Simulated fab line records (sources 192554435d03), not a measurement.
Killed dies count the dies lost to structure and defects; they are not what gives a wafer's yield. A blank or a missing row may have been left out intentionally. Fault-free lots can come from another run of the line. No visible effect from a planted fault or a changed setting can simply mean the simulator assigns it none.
Which tool was responsible? / flow n5_finfet / 12 lots, 36 wafers sampled, at 2 steps of a route of 1938

WHAT THE GAUGES SHOWED, per wafer
N5_FIN_SAQP_CD_MEAS_16: target cd 35.6 nm.
lot=L075; measured=day 2 03:10; on=cd_sem-02; cd_nm (nm)=35.9 36.3 36.3
lot=L077; measured=day 2 16:05; on=cd_sem-02; cd_nm (nm)=35.9 35.6 35.9
lot=L079; measured=day 3 03:52; on=cd_sem-03; cd_nm (nm)=35.7 35.7 35.4
lot=L081; measured=day 3 15:11; on=cd_sem-01; cd_nm (nm)=35.5 35.1 35.9
lot=L083; measured=day 4 03:40; on=cd_sem-02; cd_nm (nm)=35.8 35.5 35.7
lot=L085; measured=day 4 15:15; on=cd_sem-02; cd_nm (nm)=35.0 34.9 35.0
lot=L087; measured=day 5 04:29; on=cd_sem-02; cd_nm (nm)=35.7 35.9 35.2
lot=L089; measured=day 5 17:46; on=cd_sem-03; cd_nm (nm)=36.1 36.0 35.8
lot=L091; measured=day 6 04:58; on=cd_sem-02; cd_nm (nm)=35.2 35.3 35.4
lot=L093; measured=day 6 17:29; on=cd_sem-03; cd_nm (nm)=35.5 35.0 35.1
lot=L095; measured=day 7 06:21; on=cd_sem-01; cd_nm (nm)=35.9 35.5 35.6
lot=L097; measured=day 7 16:34; on=cd_sem-02; cd_nm (nm)=35.4 35.2 35.7

EACH LOT AND THE TOOL THAT RAN IT (in order: tool; ch and the chambers of the sampled wafers; start)
lot=L075; N5_PMOS_HMC_CHANNEL_EPI_HM_OPEN_15=rie_diel-04 ch 2,3, day 1 23:19
lot=L077; N5_PMOS_HMC_CHANNEL_EPI_HM_OPEN_15=rie_diel-04 ch 1,2,3, day 2 11:58
lot=L079; N5_PMOS_HMC_CHANNEL_EPI_HM_OPEN_15=rie_diel-06 ch 0,2, day 2 23:48
lot=L081; N5_PMOS_HMC_CHANNEL_EPI_HM_OPEN_15=rie_diel-02 ch 1,2, day 3 11:11
lot=L083; N5_PMOS_HMC_CHANNEL_EPI_HM_OPEN_15=rie_diel-02 ch 0,2, day 3 23:24
lot=L085; N5_PMOS_HMC_CHANNEL_EPI_HM_OPEN_15=rie_diel-02 ch 0,2,3, day 4 11:12
lot=L087; N5_PMOS_HMC_CHANNEL_EPI_HM_OPEN_15=rie_diel-04 ch 2,3, day 4 23:56
lot=L089; N5_PMOS_HMC_CHANNEL_EPI_HM_OPEN_15=rie_diel-02 ch 1,2,3, day 5 12:12
lot=L091; N5_PMOS_HMC_CHANNEL_EPI_HM_OPEN_15=rie_diel-06 ch 0,1,2, day 6 00:58
lot=L093; N5_PMOS_HMC_CHANNEL_EPI_HM_OPEN_15=rie_diel-06 ch 0,3, day 6 12:53
lot=L095; N5_PMOS_HMC_CHANNEL_EPI_HM_OPEN_15=rie_diel-02 ch 2,3, day 7 01:45
lot=L097; N5_PMOS_HMC_CHANNEL_EPI_HM_OPEN_15=rie_diel-04 ch 1,2, day 7 12:16
- N5_PMOS_HMC_CHANNEL_EPI_HM_OPEN_15: chemistry CHF3/O2, target SiO2, target depth 40.6 nm, time 20.3 s.

THE ANSWER, worked out from the rows above alone
Rule: what is usual is taken from the lots themselves. Put in order of their means at a reading, lots are off if they are a third of the lots or fewer, leave a main group of 4 or more, and stand apart from it by a gap of 3 or more times the standard deviation of the main group's means; of several such gaps the widest counts. A main group whose means are all the same, to the digits that the tables above print for the reading, isn't used. A lot without any number at a reading at which 4 lots or more have one is off too. Where the step has rows for the other lots, those lots are counted as sound.
None of the lots is off at any reading shown; this tells nothing.

WHAT THE SIMULATOR HAD PUT IN
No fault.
